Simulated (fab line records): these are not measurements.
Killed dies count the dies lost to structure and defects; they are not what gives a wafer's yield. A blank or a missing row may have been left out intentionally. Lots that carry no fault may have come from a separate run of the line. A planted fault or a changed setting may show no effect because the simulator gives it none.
A struck lot beside a sound one / flow nandHarc / 15 steps out of a route of 1302
Sound: wafers L828.2, L828.4, L828.5. Wafers L839.1, L839.5, L839.6 were the ones struck. Last of all comes the cause.
Per side, at each step with rows, come the tool, then ch with its chambers, and then its first start. Under that, the readings that differ: sound wafers / struck wafers / difference of the means / sigmas: that difference in standard deviations of wafers without a fault.
alike: readings whose means differ by less than 2 such deviations, and words and numbers that are the same on both sides. not compared: withheld readings, readings that some wafer has no value for, bounds like >300 that may hide the same value, and numbers for which the record gives no deviation and whose values overlap.
Wherever a step has rows on one side only, a row that says differs or no value, or a row with sigmas, the two part there. Numbers that don't overlap but have no deviation are shown without sigmas and don't part them. A reading that every wafer of one side lacks parts them only if that side has two wafers or more.

NHARC_A_CONTACT_ETCH_138: etches the open film in C4F8/O2/Ar, time 311 s, target depth 1914 nm.
  sound on harCapEtch-02 ch 0,1, day 22 19:30; struck on harCapEtch-02 ch 0,1, day 27 04:03
  not compared: rfHoursCounterH
NHARC_A_CONTACT_ETCH_139: etches the open film in C4F8/O2/Ar, time 195 s, target depth 840 nm.
  sound on harCapEtch-02 ch 0,1, day 22 19:47; struck on harCapEtch-02 ch 0,1, day 27 04:19
  not compared: rfHoursCounterH
NHARC_A_CONTACT_ETCH_92: etches the open film in CH3F/O2, target depth 40 nm, time 85.7 s.
  sound on rieDiel-03 ch 0,3, day 22 20:20; struck on rieDiel-04 ch 0,1, day 27 04:53
reading=mfcArSccm (sccm); sound=200.1 199.8 199.4; struck=201.4 200.5 201.5; difference=+1.4; sigmas=+2
  alike: drypumpMotorCurrentA, o2FlowSccm, oesProductAu, rfVppV, showerheadPlenumPTorr, throttleValvePct
  not compared: rfHoursCounterH
NHARC_A_CONTACT_ETCH_98: etches the open film in C4F6/O2, target depth 20 nm, time 10 s.
  sound on rieDiel-03 ch 0,1,2; struck on rieDiel-04 ch 0,3
  alike: drypumpMotorCurrentA, mfcArSccm, o2FlowSccm, oesProductAu, rfVppV, showerheadPlenumPTorr, throttleValvePct
  not compared: rfHoursCounterH
NHARC_A_CONTACT_CD_MEAS_15:
  struck on cdSem-01, day 27 05:06; sound on cdSem-03, day 22 20:34
  alike: cdNm
then, 4 steps without rows for these wafers: NHARC_A_CONTACT_STRIP_107 (strips in N2/H2); NHARC_A_CONTACT_STRIP_108 (strips in CF4/CHF3); NHARC_A_CONTACT_STRIP_109 (strips in O2/COS); NHARC_A_CONTACT_ETCH_110 (etches the open film in CF4/O2, target depth 60 nm, overetch 6 nm, time 33 s).
NHARC_A_CONTACT_STRIP_26: strips in O2.
  sound on rieDiel-03 ch 0,1,3; struck on rieDiel-04 ch 1,2
  alike: drypumpMotorCurrentA, mfcArSccm, o2FlowSccm, oesProductAu, rfVppV, showerheadPlenumPTorr, throttleValvePct
  not compared: rfHoursCounterH
then, 2 steps without rows for these wafers: NHARC_A_CONTACT_STRIP_27 (strips in post etch residue remover, time 600 s); NHARC_A_CONTACT_ALD_18 (deposits TiN, target thk 3 nm, pulse time 1 s, ald cycles 150).
NHARC_A_CONTACT_CVD_19: deposits W, target thk 300 nm, time 802 s.
  sound on cvdW-01 ch 0,1, day 22 21:41; struck on cvdW-01 ch 0,1, day 27 07:15
  alike: heaterPowerW, mfcArSccm, throttleValvePct
NHARC_A_CONTACT_CMP_20: polishes, t overpolish 30 s, target thk 300 nm.
  sound on cmp-02 ch 1,2,3, day 22 22:37; struck on cmp-04 ch 1,2, day 27 08:15
reading=timeToEndpointS (s); sound=55 58 58; struck=110 108 114; difference=+54; sigmas=+14
  alike: motorCurrentA, overpolishRunS
-- jump in the record: it breaks off in module A_CONTACT and resumes in module END (first step shown: number 1302 of the route), and 2 days separate the struck wafers' starts before and after --
NHARC_END_SORT_01:
  sound on prober-02 ch 0, day 25 02:17; struck on prober-01 ch 0, day 29 09:58
reading=killedAtPeriphery; sound=4 5 9; struck=1 2 0; difference=-5; sigmas=-2
  alike: killedAtArray, killedAtOther, killedDies, killedOpen, killedShort

WHERE THEY PART
Earliest at NHARC_A_CONTACT_ETCH_92; latest, in this record, at NHARC_END_SORT_01.

WHY: whatever the simulator had introduced
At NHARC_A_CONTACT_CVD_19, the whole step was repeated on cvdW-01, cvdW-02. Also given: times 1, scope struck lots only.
